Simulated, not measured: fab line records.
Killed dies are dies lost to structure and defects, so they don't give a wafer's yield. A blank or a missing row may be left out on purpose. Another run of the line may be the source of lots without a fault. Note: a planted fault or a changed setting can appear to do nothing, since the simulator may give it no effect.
Which tool was responsible?	flow n5-finfet	31 wafers sampled from 13 lots at 1 step of a route of 1938

== WHAT THE GAUGES READ, wafer by wafer ==
N5_MOL_CONTACT_COAG_INSPECT_10: inspects for defects (brightfield). Usual: raw-defect-count reads 62 (standard deviation 21).
lot	measured	on	raw-defect-count	flag
L529	day 4 19:07	defect-inspect-01	53 60 57	
L533	day 5 15:14	defect-inspect-01	60 46	
L534	day 5 21:38	defect-inspect-02	50 50	
L535	day 6 02:56	defect-inspect-02	33 43	
L536	day 6 12:57	defect-inspect-02	83 84	
L538	day 6 22:32	defect-inspect-01	82 43 68	
L539	day 7 08:07	defect-inspect-01	51 56 49	
L541	day 7 14:31	defect-inspect-02	91 54	
L542	day 7 22:10	defect-inspect-01	45 96	
L545	day 8 16:11	defect-inspect-01	42 31 33	
L546	day 8 21:29	defect-inspect-01	43 69	
L548	day 9 08:19	defect-inspect-02	91 82	
L552	day 10 16:54	defect-inspect-02	80 48 58	

== EACH LOT AND THE TOOL THAT RAN IT (in order: tool; ch and the chambers of the sampled wafers; start) ==
Record: no process step prior to these readings.

== AS READ BY THE TOOLS THEMSELVES (means over the sampled wafers that have a number; for cases with no such wafer, the mark the record gives instead) ==
The record holds no such reading with a usual standard deviation.

== THE ANSWER, worked out from the rows above alone ==
Rule: lot off if the mean of its wafers having a number is beyond 3 standard deviations from the usual mean. Also off: a lot with no number at a reading for which 4 or more lots have one. Any other lot the step has rows for is counted as sound. The gauges are gone through in route order, then the tools' own readings, and for those a lot's mean is taken as printed above. At the first step where some lot is off, the reading lying furthest off is the one used; lots without a number count as furthest.
Across all readings shown, no lot is off: no conclusion can be drawn from this.

== WHAT WAS PUT IN BY THE SIMULATOR ==
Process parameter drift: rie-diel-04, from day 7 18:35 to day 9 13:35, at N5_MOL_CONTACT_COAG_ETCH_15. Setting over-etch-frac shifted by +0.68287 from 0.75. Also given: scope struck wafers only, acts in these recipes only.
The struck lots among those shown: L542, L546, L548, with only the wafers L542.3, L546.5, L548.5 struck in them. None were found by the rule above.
